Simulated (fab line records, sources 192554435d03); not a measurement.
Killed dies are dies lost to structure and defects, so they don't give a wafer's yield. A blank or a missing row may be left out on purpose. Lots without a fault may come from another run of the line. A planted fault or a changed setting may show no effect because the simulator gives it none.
Chamber matching | flow n5_finfet | N5_BEOL_M7_CURE_74 on uv_cure-01: 3 sister chambers
The step cures SiCOH lowk, time 240 s. 6 wafers are shown with their chamber, then 7 later ones without.

WAFERS WITH THEIR CHAMBER
wafer  | chamber | wafer_temp_C_max | lamp_power_pct (%)
L093.4 | 2       | 386.4            | 52.35
L093.6 | 2       | 386.8            | 52.26
L092.4 | 0       | 386.4            | 52.32
L092.6 | 0       | 386.0            | 52.29
L094.1 | 1       | 386.3            | 52.33
L094.2 | 1       | 386.6            | 52.29

WAFERS WITHOUT THEIR CHAMBER
wafer  | wafer_temp_C_max | lamp_power_pct (%)
L094.3 | 387.0            | 52.25
L094.4 | 386.7            | 52.40
L094.5 | 386.8            | 52.34
L094.6 | 386.7            | 52.30
L096.2 | 386.1            | 52.34
L096.3 | 386.3            | 52.35
L096.5 | 387.1            | 52.39

WHICH CHAMBER EACH WENT THROUGH
wafer  | from the rows above          | in truth
L094.3 | can't be placed: 2 or 1 or 0 | 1
L094.4 | can't be placed: 2 or 1 or 0 | 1
L094.5 | can't be placed: 2 or 1 or 0 | 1
L094.6 | can't be placed: 2 or 1 or 0 | 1
L096.2 | can't be placed: 0 or 1 or 2 | 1
L096.3 | can't be placed: 1 or 0 or 2 | 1
L096.5 | can't be placed: 2 or 1 or 0 | 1
Placed correctly: 0 of 7. Can't be placed from these rows: 7 (the true chamber is among the candidates in 7). Placed wrongly: 0.
How it was worked out, from the rows above alone: a wafer's distance from a chamber is the root of the sum, over the readings, of the square of ((its reading less the chamber's mean) divided by the reading's scatter). The wafer belongs to the nearest chamber; if the next one is less than 2 further off, it can't be placed. A chamber's mean is the mean of its shown wafers. The scatter: the root of (the sum of the squares of (reading less its chamber's mean) over the shown wafers, divided by (wafers less chambers)).
